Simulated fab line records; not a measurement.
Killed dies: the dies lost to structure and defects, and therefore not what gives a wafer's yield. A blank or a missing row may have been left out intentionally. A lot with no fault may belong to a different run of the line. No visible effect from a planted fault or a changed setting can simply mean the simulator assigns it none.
Which of the tools did it? || flow n5Finfet || Sampling: 12 lots, 36 wafers, 4 of 1938 route steps

## WHAT EACH GAUGE READ, for each wafer
N5_MIM_BOT_LITHO_CD_MEAS_08 targets a cd of 3000 nm. Usual: cdNm at 2999.0 nm, with a standard deviation of 2.7.
{"lot": "L356", "measured": "day 12 23:41", "on": "cdSem-02", "cdNm (nm)": "3000.2 2997.7 2994.4", "flag": ""}
{"lot": "L354", "measured": "day 13 03:39", "on": "cdSem-03", "cdNm (nm)": "2996.7 2997.7 2997.8", "flag": ""}
{"lot": "L353", "measured": "day 14 11:19", "on": "cdSem-03", "cdNm (nm)": "2998.6 3002.3 2999.9", "flag": ""}
{"lot": "L359", "measured": "day 14 07:05", "on": "cdSem-02", "cdNm (nm)": "2999.3 2999.3 2997.3", "flag": ""}
{"lot": "L361", "measured": "day 14 11:24", "on": "cdSem-01", "cdNm (nm)": "2996.1 2993.7 2995.2", "flag": ""}
{"lot": "L363", "measured": "day 14 16:00", "on": "cdSem-01", "cdNm (nm)": "2998.2 3000.2 3002.3", "flag": ""}
{"lot": "L364", "measured": "day 14 20:45", "on": "cdSem-01", "cdNm (nm)": "2996.9 2999.3 2995.9", "flag": ""}
{"lot": "L365", "measured": "day 15 11:55", "on": "cdSem-03", "cdNm (nm)": "3000.7 3000.4 2997.4", "flag": ""}
{"lot": "L369", "measured": "day 17 04:44", "on": "cdSem-02", "cdNm (nm)": "3000.5 3005.3 3002.8", "flag": ""}
{"lot": "L368", "measured": "day 16 17:40", "on": "cdSem-02", "cdNm (nm)": "2999.6 2998.2 3002.0", "flag": ""}
{"lot": "L370", "measured": "day 17 00:52", "on": "cdSem-02", "cdNm (nm)": "2996.7 2998.4 2995.5", "flag": ""}
{"lot": "L376", "measured": "day 18 16:37", "on": "cdSem-01", "cdNm (nm)": "2996.2 2996.0 2997.0", "flag": ""}

## TOOL THAT RAN EACH LOT (tool first, then ch and the chambers of the sampled wafers, then the start)
{"lot": "L356", "N5_BEOL_M3_ALD_84": "aldMetal-03 ch 0,1,2, day 8 08:32", "N5_BEOL_M15_SPUTTER_43": "pvdSputter-02, day 12 17:16", "N5_MIM_TOP_ALD_00": "aldHk-03 ch 0,1,3, day 12 21:34"}
{"lot": "L354", "N5_BEOL_M3_ALD_84": "aldMetal-01 ch 1,2,3, day 8 08:37", "N5_BEOL_M15_SPUTTER_43": "pvdSputter-03, day 12 20:55", "N5_MIM_TOP_ALD_00": "aldHk-02 ch 0,2, day 13 01:14"}
{"lot": "L353", "N5_BEOL_M3_ALD_84": "aldMetal-03 ch 0,1,2, day 8 22:17", "N5_BEOL_M15_SPUTTER_43": "pvdSputter-02, day 14 03:27", "N5_MIM_TOP_ALD_00": "aldHk-02 ch 1,2,3, day 14 08:56"}
{"lot": "L359", "N5_BEOL_M3_ALD_84": "aldMetal-03 ch 1,2, day 9 06:02", "N5_BEOL_M15_SPUTTER_43": "pvdSputter-02, day 14 01:55", "N5_MIM_TOP_ALD_00": "aldHk-01 ch 2,3, day 14 04:59"}
{"lot": "L361", "N5_BEOL_M3_ALD_84": "aldMetal-02 ch 0,1,2, day 9 12:16", "N5_BEOL_M15_SPUTTER_43": "pvdSputter-03, day 14 05:02", "N5_MIM_TOP_ALD_00": "aldHk-01 ch 0,1,2, day 14 09:10"}
{"lot": "L363", "N5_BEOL_M3_ALD_84": "aldMetal-02 ch 0,1,3, day 9 20:49", "N5_BEOL_M15_SPUTTER_43": "pvdSputter-01, day 14 10:13", "N5_MIM_TOP_ALD_00": "aldHk-01 ch 1,3, day 14 13:37"}
{"lot": "L364", "N5_BEOL_M3_ALD_84": "aldMetal-02 ch 0,1,3, day 10 00:19", "N5_BEOL_M15_SPUTTER_43": "pvdSputter-01, day 14 15:29", "N5_MIM_TOP_ALD_00": "aldHk-02 ch 0,2,3, day 14 19:08"}
{"lot": "L365", "N5_BEOL_M3_ALD_84": "aldMetal-02 ch 0,1,3, day 10 15:56", "N5_BEOL_M15_SPUTTER_43": "pvdSputter-01, day 15 05:04", "N5_MIM_TOP_ALD_00": "aldHk-02 ch 0,1,3, day 15 10:10"}
{"lot": "L369", "N5_BEOL_M3_ALD_84": "aldMetal-02 ch 0,1,2, day 11 21:18", "N5_BEOL_M15_SPUTTER_43": "pvdSputter-03, day 16 23:10", "N5_MIM_TOP_ALD_00": "aldHk-02 ch 0,1, day 17 01:58"}
{"lot": "L368", "N5_BEOL_M3_ALD_84": "aldMetal-02 ch 0,1,2, day 11 23:55", "N5_BEOL_M15_SPUTTER_43": "pvdSputter-02, day 16 11:50", "N5_MIM_TOP_ALD_00": "aldHk-02 ch 1,2,3, day 16 15:20"}
{"lot": "L370", "N5_BEOL_M3_ALD_84": "aldMetal-02 ch 1,2,3, day 12 03:56", "N5_BEOL_M15_SPUTTER_43": "pvdSputter-01, day 16 17:16", "N5_MIM_TOP_ALD_00": "aldHk-03 ch 2,3, day 16 22:43"}
{"lot": "L376", "N5_BEOL_M3_ALD_84": "aldMetal-03 ch 2,3, day 13 19:16", "N5_BEOL_M15_SPUTTER_43": "pvdSputter-02, day 18 08:38", "N5_MIM_TOP_ALD_00": "aldHk-03 ch 0,1,2, day 18 14:19"}
- N5_BEOL_M3_ALD_84: deposits TaN, pulse time 2 s, purge time 3 s, co reactant purge time 2 s.
- N5_BEOL_M15_SPUTTER_43: material TaN, target thk 15 nm, time 24.19 s.
- N5_MIM_TOP_ALD_00: deposits Al2O3, purge time 3 s, co reactant pulse time 3 s.

## AS READ BY THE TOOLS THEMSELVES (means over the sampled wafers that have a number; for cases with no such wafer, the mark the record gives instead)
N5_BEOL_M3_ALD_84. Usual: heaterPowerW at 406 W, with a standard deviation of 28.
{"lot": "L356", "tool": "aldMetal-03", "heaterPowerW (W)": 385, "flag": ""}
{"lot": "L354", "tool": "aldMetal-01", "heaterPowerW (W)": 434, "flag": ""}
{"lot": "L353", "tool": "aldMetal-03", "heaterPowerW (W)": 389, "flag": ""}
{"lot": "L359", "tool": "aldMetal-03", "heaterPowerW (W)": 378, "flag": ""}
{"lot": "L361", "tool": "aldMetal-02", "heaterPowerW (W)": 422, "flag": ""}
{"lot": "L363", "tool": "aldMetal-02", "heaterPowerW (W)": 414, "flag": ""}
{"lot": "L364", "tool": "aldMetal-02", "heaterPowerW (W)": 417, "flag": ""}
{"lot": "L365", "tool": "aldMetal-02", "heaterPowerW (W)": 412, "flag": ""}
{"lot": "L369", "tool": "aldMetal-02", "heaterPowerW (W)": 433, "flag": ""}
{"lot": "L368", "tool": "aldMetal-02", "heaterPowerW (W)": 421, "flag": ""}
{"lot": "L370", "tool": "aldMetal-02", "heaterPowerW (W)": 419, "flag": ""}
{"lot": "L376", "tool": "aldMetal-03", "heaterPowerW (W)": 408, "flag": ""}

N5_BEOL_M15_SPUTTER_43. Usual: throttleValvePct at 29.7 %, with a standard deviation of 0.95.
{"lot": "L356", "tool": "pvdSputter-02", "throttleValvePct (%)": 28.3, "flag": ""}
{"lot": "L354", "tool": "pvdSputter-03", "throttleValvePct (%)": 29.6, "flag": ""}
{"lot": "L353", "tool": "pvdSputter-02", "throttleValvePct (%)": 28.5, "flag": ""}
{"lot": "L359", "tool": "pvdSputter-02", "throttleValvePct (%)": 29.1, "flag": ""}
{"lot": "L361", "tool": "pvdSputter-03", "throttleValvePct (%)": 29.7, "flag": ""}
{"lot": "L363", "tool": "pvdSputter-01", "throttleValvePct (%)": 29.8, "flag": ""}
{"lot": "L364", "tool": "pvdSputter-01", "throttleValvePct (%)": 29.8, "flag": ""}
{"lot": "L365", "tool": "pvdSputter-01", "throttleValvePct (%)": 31.5, "flag": ""}
{"lot": "L369", "tool": "pvdSputter-03", "throttleValvePct (%)": 29.6, "flag": ""}
{"lot": "L368", "tool": "pvdSputter-02", "throttleValvePct (%)": 28.5, "flag": ""}
{"lot": "L370", "tool": "pvdSputter-01", "throttleValvePct (%)": 30.3, "flag": ""}
{"lot": "L376", "tool": "pvdSputter-02", "throttleValvePct (%)": 28.8, "flag": ""}

N5_MIM_TOP_ALD_00. Usual: precursorPulseHeightRel at 1.001, with a standard deviation of 0.02.
{"lot": "L356", "tool": "aldHk-03", "precursorPulseHeightRel": 0.986, "flag": ""}
{"lot": "L354", "tool": "aldHk-02", "precursorPulseHeightRel": 0.987, "flag": ""}
{"lot": "L353", "tool": "aldHk-02", "precursorPulseHeightRel": 1.018, "flag": ""}
{"lot": "L359", "tool": "aldHk-01", "precursorPulseHeightRel": 1.021, "flag": ""}
{"lot": "L361", "tool": "aldHk-01", "precursorPulseHeightRel": 0.998, "flag": ""}
{"lot": "L363", "tool": "aldHk-01", "precursorPulseHeightRel": 0.983, "flag": ""}
{"lot": "L364", "tool": "aldHk-02", "precursorPulseHeightRel": 0.986, "flag": ""}
{"lot": "L365", "tool": "aldHk-02", "precursorPulseHeightRel": 1.002, "flag": ""}
{"lot": "L369", "tool": "aldHk-02", "precursorPulseHeightRel": 1.005, "flag": ""}
{"lot": "L368", "tool": "aldHk-02", "precursorPulseHeightRel": 0.994, "flag": ""}
{"lot": "L370", "tool": "aldHk-03", "precursorPulseHeightRel": 1.002, "flag": ""}
{"lot": "L376", "tool": "aldHk-03", "precursorPulseHeightRel": 0.977, "flag": ""}

## THE ANSWER, worked out from the rows above alone
Rule: a lot is off if the mean of its wafers that have a number lies more than 3 standard deviations from the usual mean. Also off: a lot with no number at a reading for which 4 or more lots have one. All remaining lots with rows at the step are treated as sound. The gauges are gone through in route order, then the tools' own readings, and for those a lot's mean is taken as printed above. The first step at which some lot is off is used, and at that step the reading that is off furthest; a lot without a number counts as furthest.
Nothing can be told from this: no lot is off at any reading shown.

## WHAT WAS PUT IN BY THE SIMULATOR
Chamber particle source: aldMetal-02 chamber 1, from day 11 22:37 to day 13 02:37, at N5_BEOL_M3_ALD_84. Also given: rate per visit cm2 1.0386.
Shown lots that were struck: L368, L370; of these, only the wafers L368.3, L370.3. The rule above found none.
